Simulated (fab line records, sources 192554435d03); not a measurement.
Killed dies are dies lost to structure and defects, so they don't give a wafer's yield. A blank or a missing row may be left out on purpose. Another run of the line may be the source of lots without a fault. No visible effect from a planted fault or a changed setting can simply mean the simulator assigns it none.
Split-lot experiment -- flow n5-finfet -- 7 lots, 21 wafers read, on a route of 1938 steps

== SPLIT DETAILS ==
At N5_SD_EPI_P_EPI_21 (deposits SiGe:B, time 355 s), the setting epi-growth-time-s was moved away from the recipe's 355 s on 7 of the 21 wafers read, by -2.8% to +9.0%. This setting was run at the recipe's value on the other wafers.

== FROM THE SPLIT TO THE READING: what the file shows between them, 2 steps ==
- N5_SD_EPI_P_HM_STRIP_48: strips SiNx in H3PO4, material SiNx, target depth 3 nm
- N5_SD_ACTIVATION_LSA_01: time 0.0008 s (also split here: temp-c)

== THE READING ==
RS_SD_P, in ohm/sq, at N5_SD_ACTIVATION_RS_MEAS_03 (measures by four-point-probe). Fault-free wafers of this fab line usually give 55.8 ohm/sq, standard deviation 0.89 ohm/sq.

wafer,"tool, chamber at the split","epi-growth-time-s as run, s",against the recipe,"RS_SD_P, ohm/sq",against lot-mates on the recipe
L077.1,"epi-rpcvd-02, 0",355,recipe,55.8,-
L077.2,"epi-rpcvd-02, 0",355,recipe,55.4,-
L077.6,"epi-rpcvd-02, 0",355,recipe,55.0,-
L080.1,"epi-rpcvd-03, 0",355,recipe,55.5,-
L080.3,"epi-rpcvd-03, 0",355,recipe,56.5,-
L080.4,"epi-rpcvd-03, 0",355,recipe,54.9,-
L081.1,"epi-rpcvd-03, 0",355,recipe,56.9,-
L081.4,"epi-rpcvd-03, 0",355,recipe,57.3,-
L081.6,"epi-rpcvd-03, 0",374.7,+5.5%,55.8,-1.3
L086.1,"epi-rpcvd-03, 0",355,recipe,56.6,-
L086.3,"epi-rpcvd-03, 0",355,recipe,56.1,-
L086.5,"epi-rpcvd-03, 0",386.8,+9.0%,53.0,-3.4
L090.2,"epi-rpcvd-03, 0",345,-2.8%,56.5,+1.0
L090.3,"epi-rpcvd-03, 0",355,recipe,55.5,-
L090.5,"epi-rpcvd-03, 0",345,-2.8%,56.9,+1.4
L092.2,"epi-rpcvd-01, 0",366.1,+3.1%,55.2,no lot-mate on the recipe
L092.4,"epi-rpcvd-01, 0",366.1,+3.1%,53.9,no lot-mate on the recipe
L092.6,"epi-rpcvd-01, 0",366.1,+3.1%,54.7,no lot-mate on the recipe
L096.1,"epi-rpcvd-02, 0",355,recipe,55.6,-
L096.2,"epi-rpcvd-02, 0",355,recipe,55.2,-
L096.6,"epi-rpcvd-02, 0",355,recipe,55.8,-

FIT RESULTS
A straight line over all 21 wafers: RS_SD_P changes by -0.272 ohm/sq for each +1% of epi-growth-time-s; r = -0.70; the points scatter about the line by 0.75 ohm/sq.
The same after taking each lot's own level away (the mean of its wafers on the recipe; 18 wafers): -0.35 ohm/sq for each +1%; r = -0.92; scatter 0.4 ohm/sq.
The reading moves by 3.1 ohm/sq for the largest change in epi-growth-time-s, on that fit.
The lots' own levels span 55.40 to 57.10 ohm/sq, that is 1.9 times the standard deviation above.
So the lot-to-lot level blurs the effect unless lot-mates are compared.
Check: for one of the wafers moved furthest among these (+9.0%), held out of the fit, the line's prediction against its lot-mates is -2.62 ohm/sq. Against them it came out at -3.35 ohm/sq.

== OTHER SPLITS ON THESE WAFERS ==
Before the reading, these wafers also passed through other splits. Each is held against what the fit with the lots' levels taken away leaves over:
other split on the same wafers,wafers away from the commonest value,r with RS_SD_P (lot level and that fit taken away)
N5_SD_ACTIVATION_LSA_01 temp-c,11,-0.23

== THE WHOLE CHAIN: every reading that the file lists as answering this split, in the file's order ==
step,what it does,reading,change (the file's fit),r (the file's)
N5_SD_EPI_P_EPI_21,"deposits SiGe:B, time 355 s","SiGe-B_of_SD_EPI_P_EPI_21.thk-nm (the simulator's own value, which no gauge read)",+0.386 nm for each +1% of the setting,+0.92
N5_SD_EPI_P_HM_STRIP_48,"strips SiNx in H3PO4, material SiNx, target depth 3 nm","SiGe-B_of_SD_EPI_P_EPI_21.thk-nm (the simulator's own value, which no gauge read)",+0.384 nm for each +1% of the setting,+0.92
N5_SD_ACTIVATION_RS_MEAS_03,measures by four-point-probe,RS_SD_P,-0.343 for each +1% of the setting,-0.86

== THE FILE'S OWN FIT ==
RS_SD_P changes by -0.343 ohm/sq for each +1% of epi-growth-time-s, r = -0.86.
